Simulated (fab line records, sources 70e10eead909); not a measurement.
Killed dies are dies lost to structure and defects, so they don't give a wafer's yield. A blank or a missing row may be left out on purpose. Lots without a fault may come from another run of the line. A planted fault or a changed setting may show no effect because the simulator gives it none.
Which tool did it? | flow nand_harc | 11 lots, 33 wafers sampled, at 5 steps of a route of 1302

WHAT THE GAUGES READ, wafer by wafer
NHARC_THIN_TSV_CD_MEAS_37.
lot  | measured     | on        | cd_nm (nm)
L496 | day 24 15:46 | cd_sem-01 | 5007 5006 5003
L501 | day 25 05:44 | cd_sem-02 | 5001 5007 5004
L499 | day 25 07:13 | cd_sem-01 | 5003 4999 5002
L502 | day 26 15:46 | cd_sem-03 | 4994 5003 5000
L506 | day 27 20:38 | cd_sem-01 | 4986 5007 4984
L507 | day 28 10:16 | cd_sem-01 | 4986 4982 4998
L514 | day 31 03:58 | cd_sem-01 | 5002 4995 5007
L513 | day 31 04:56 | cd_sem-02 | 5007 5005 5001
L517 | day 32 09:46 | cd_sem-02 | 4999 4996 5002
L516 | day 32 11:09 | cd_sem-02 | 5000 5002 4995
L518 | day 32 12:25 | cd_sem-01 | 4999 5004 5000

WHICH TOOL RAN EACH LOT (tool, then ch and the chambers of the sampled wafers, then the start)
lot  | NHARC_A_BONDPAD_ANNEAL_28        | NHARC_THIN_TSV_ETCH_44             | NHARC_THIN_TSV_DEGAS_49      | NHARC_THIN_TSV_ETCH_59
L496 | rtp_anneal-01 ch 0, day 23 19:38 | rie_diel-03 ch 0,1,2, day 24 08:52 | pvd_sputter-02, day 24 11:20 | rie_metal-01 ch 0,1, day 24 14:38
L501 | rtp_anneal-01 ch 0, day 24 09:10 | rie_diel-13 ch 0,1,3, day 24 22:38 | pvd_sputter-01, day 25 01:11 | rie_metal-03 ch 0,1, day 25 04:37
L499 | rtp_anneal-02 ch 0, day 24 11:10 | rie_diel-07 ch 0,2,3, day 24 23:59 | pvd_sputter-02, day 25 02:36 | rie_metal-02 ch 0,1, day 25 06:04
L502 | rtp_anneal-02 ch 0, day 25 19:41 | rie_diel-13 ch 1,2, day 26 08:23   | pvd_sputter-01, day 26 11:14 | rie_metal-03 ch 0,1, day 26 14:31
L506 | rtp_anneal-02 ch 0, day 27 01:55 | rie_diel-07 ch 1,2,3, day 27 13:13 | pvd_sputter-03, day 27 15:57 | rie_metal-03 ch 0,1, day 27 19:29
L507 | rtp_anneal-01 ch 0, day 27 13:04 | rie_diel-13 ch 1,2,3, day 28 03:22 | pvd_sputter-03, day 28 05:43 | rie_metal-03 ch 0,1, day 28 09:11
L514 | rtp_anneal-01 ch 0, day 30 07:29 | rie_diel-07 ch 0,3, day 30 20:37   | pvd_sputter-02, day 30 23:13 | rie_metal-03 ch 0,1, day 31 02:49
L513 | rtp_anneal-02 ch 0, day 30 10:17 | rie_diel-13 ch 0,2,3, day 30 22:01 | pvd_sputter-03, day 31 00:29 | rie_metal-02 ch 0,1, day 31 03:51
L517 | rtp_anneal-02 ch 0, day 31 09:04 | rie_diel-13 ch 2,3, day 32 02:47   | pvd_sputter-01, day 32 05:20 | rie_metal-03 ch 0,1, day 32 08:37
L516 | rtp_anneal-02 ch 0, day 31 10:50 | rie_diel-13 ch 0,1,2, day 32 04:01 | pvd_sputter-03, day 32 06:43 | rie_metal-03 ch 0,1, day 32 10:02
L518 | rtp_anneal-02 ch 0, day 31 13:21 | rie_diel-13 ch 2,3, day 32 05:10   | pvd_sputter-02, day 32 07:45 | rie_metal-02 ch 0,1, day 32 11:20
- NHARC_A_BONDPAD_ANNEAL_28: time 90 s.
- NHARC_THIN_TSV_ETCH_44: etches the open film in CF4/O2, target depth 1594.2 nm, time 797.1 s.
- NHARC_THIN_TSV_DEGAS_49: time 120 s.
- NHARC_THIN_TSV_ETCH_59: etches the open film in Cl2/BCl3, target depth 880 nm, time 138.1 s.

THE ANSWER, worked out from the rows above alone
Rule: what is usual is taken from the lots themselves. Put in order of their means at a reading, lots are off if they are a third of the lots or fewer, leave a main group of 4 or more, and stand apart from it by a gap of 3 or more times the standard deviation of the main group's means; of several such gaps the widest counts. A main group whose means are all the same, to the digits that the tables above print for the reading, isn't used. A lot without any number at a reading at which 4 lots or more have one is off too. The other lots that the step has rows for count as sound.
No lot is off at any reading shown: from this, nothing can be told.

WHAT THE SIMULATOR HAD PUT IN
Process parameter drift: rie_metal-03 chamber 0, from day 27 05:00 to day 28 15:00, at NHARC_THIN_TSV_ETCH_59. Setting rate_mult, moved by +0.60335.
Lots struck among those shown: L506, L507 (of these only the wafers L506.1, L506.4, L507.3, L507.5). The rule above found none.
